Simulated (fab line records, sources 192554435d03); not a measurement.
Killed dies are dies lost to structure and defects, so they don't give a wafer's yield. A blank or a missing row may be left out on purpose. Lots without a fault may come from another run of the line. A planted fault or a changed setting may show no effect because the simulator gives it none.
Split-lot experiment | flow n5_finfet | 7 lots, 21 wafers read, on a route of 1938 steps

THE SPLIT
At N5_WELL_APT_PEB_23 (peb time 90 s), the setting peb_temp_c was moved away from the recipe's 130 C on 6 of the 21 wafers read, by -1.6% to +1.8%. The other wafers ran this setting at the recipe's value.

FROM THE SPLIT TO THE READING: what the file shows between them, 2 steps
- N5_WELL_APT_DEVELOP_24: develop time 45 s
- N5_WELL_APT_HARDBAKE_29: time 120 s

THE READING
cd_nm, in nm, at N5_WELL_APT_CD_MEAS_25 (target cd 200 nm). Fault-free wafers of this fab line usually give 199.8 nm, standard deviation 1.7 nm.

wafer  | tool, chamber at the split | peb_temp_c as run, C | against the recipe | cd_nm, nm | against lot-mates on the recipe
L080.1 | litho_track-05, 0          | 130                  | recipe             | 199.4     | -
L080.3 | litho_track-05, 0          | 130                  | recipe             | 199.1     | -
L080.5 | litho_track-05, 0          | 130                  | recipe             | 200.7     | -
L083.4 | litho_track-05, 0          | 130                  | recipe             | 199.0     | -
L083.5 | litho_track-05, 0          | 130                  | recipe             | 199.1     | -
L083.6 | litho_track-05, 0          | 130                  | recipe             | 200.5     | -
L086.4 | litho_track-02, 0          | 130                  | recipe             | 200.7     | -
L086.5 | litho_track-02, 0          | 130                  | recipe             | 199.9     | -
L086.6 | litho_track-02, 0          | 130                  | recipe             | 200.4     | -
L090.2 | litho_track-02, 0          | 130                  | recipe             | 203.2     | -
L090.3 | litho_track-02, 0          | 127.9                | -1.6%              | 189.7     | -13.5
L090.4 | litho_track-02, 0          | 127.9                | -1.6%              | 189.1     | -14.1
L093.1 | litho_track-05, 0          | 128.1                | -1.5%              | 189.1     | no lot-mate on the recipe
L093.2 | litho_track-05, 0          | 128.1                | -1.5%              | 189.9     | no lot-mate on the recipe
L093.5 | litho_track-05, 0          | 128.1                | -1.5%              | 190.7     | no lot-mate on the recipe
L096.1 | litho_track-03, 0          | 130                  | recipe             | 194.6     | -
L096.2 | litho_track-03, 0          | 132.4                | +1.8%              | 210.1     | +14.5
L096.3 | litho_track-03, 0          | 130                  | recipe             | 196.7     | -
L097.3 | litho_track-02, 0          | 130                  | recipe             | 201.4     | -
L097.4 | litho_track-02, 0          | 130                  | recipe             | 200.4     | -
L097.5 | litho_track-02, 0          | 130                  | recipe             | 201.2     | -

THE FIT
A straight line over all 21 wafers: cd_nm changes by +6.3 nm for each +1% of peb_temp_c; r = +0.95; the points scatter about the line by 1.8 nm.
The same after taking each lot's own level away (the mean of its wafers on the recipe; 18 wafers): +8.24 nm for each +1%; r = +0.99; scatter 0.66 nm.
On that fit, the largest move of peb_temp_c shifts the reading by 15 nm.
The lots' own levels span 195.65 to 203.20 nm, that is 4.4 times the standard deviation above.
So the lot-to-lot level changes the slope: the two fits differ.
Check: with one of the wafers moved furthest among these (+1.8%) left out of the fit, the line predicts +15.8 nm for it against its lot-mates. It came out at +14.5 nm against them.

THE WHOLE CHAIN: every reading that the file lists as answering this split, in the file's order
step                   | what it does             | reading                                                         | change (the file's fit)              | r (the file's)
N5_WELL_APT_CD_MEAS_25 | target cd 200 nm         | cd_nm                                                           | +8.13 nm for each +1% of the setting | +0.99
N5_WELL_APT_DESCUM_30  | chemistry O2, time 7.9 s | WELL_APT.cd_nm (the simulator's own value, which no gauge read) | +8.27 nm for each +1% of the setting | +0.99

THE FILE'S OWN FIT
cd_nm changes by +8.13 nm for each +1% of peb_temp_c, r = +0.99.
